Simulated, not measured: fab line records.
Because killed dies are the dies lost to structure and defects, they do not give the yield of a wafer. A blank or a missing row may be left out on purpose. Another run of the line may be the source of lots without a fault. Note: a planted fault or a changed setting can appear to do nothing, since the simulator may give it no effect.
Matching of chambers    flow n5Finfet    N5_BEOL_M0_SAQP_PECVD_97 on pecvd-03 has 3 sister chambers
The step deposits SiNx from SiH4/NH3/N2, target thk 23 nm, time 19.9 s. 16 wafers are shown with their chamber, then 8 later ones without.

== WAFERS WITH THEIR CHAMBER ==
wafer   chamber  throttleValvePct (%)  heaterPowerW (W)  rfFwdPowerW (W)
L079.1  1        44.1                  514               296.3
L079.4  1        44.4                  509               297.0
L079.6  2        39.5                  644               298.3
L081.1  2        39.6                  697               298.0
L081.2  1        44.3                  529               296.3
L081.5  2        39.2                  715               298.5
L083.4  1        44.5                  483               295.8
L083.5  0        43.0                  451               296.4
L083.6  2        39.9                  717               297.3
L084.2  1        44.3                  486               295.3
L084.4  0        43.0                  440               295.6
L084.5  2        39.9                  700               297.4
L086.1  1        44.0                  513               298.8
L086.2  0        42.6                  422               296.9
L086.3  0        42.7                  419               296.3
L087.1  0        42.6                  408               297.8

SIGNATURES (means of the wafers above)
reading           chamber 0  chamber 1  chamber 2  scatter within a chamber
throttleValvePct  42.780     44.267     39.620     0.23
heaterPowerW      428.00     505.67     694.60     22
rfFwdPowerW       296.600    296.583    297.900    0.933
Rule: distance of a wafer from a chamber = root of the sum over the readings of ((wafer's reading minus chamber's mean) / reading's scatter) squared. If the next closest chamber is less than 2 further off than the closest, the wafer can't be placed; otherwise it belongs to the closest. The scatter: the root of (the sum of the squares of (reading less its chamber's mean) over the shown wafers, divided by (wafers less chambers)).

== WAFERS WITH NO CHAMBER GIVEN ==
wafer   throttleValvePct (%)  heaterPowerW (W)  rfFwdPowerW (W)
L087.2  44.3                  521               295.0
L087.6  44.3                  523               295.7
L094.1  39.9                  636               298.7
L094.3  44.3                  490               297.5
L094.4  44.4                  497               298.1
L095.2  43.1                  461               297.9
L095.3  44.1                  452               297.5
L095.4  42.8                  461               298.1

== WHICH CHAMBER EACH ONE RAN IN ==
wafer   from the rows above  in truth
L087.2  1                    1
L087.6  1                    1
L094.1  2                    2
L094.3  1                    1
L094.4  1                    1
L095.2  0                    0
L095.3  1                    1
L095.4  0                    0
Correctly placed: 8 of 8. Left unplaced by these rows: 0. Placed wrongly: 0.
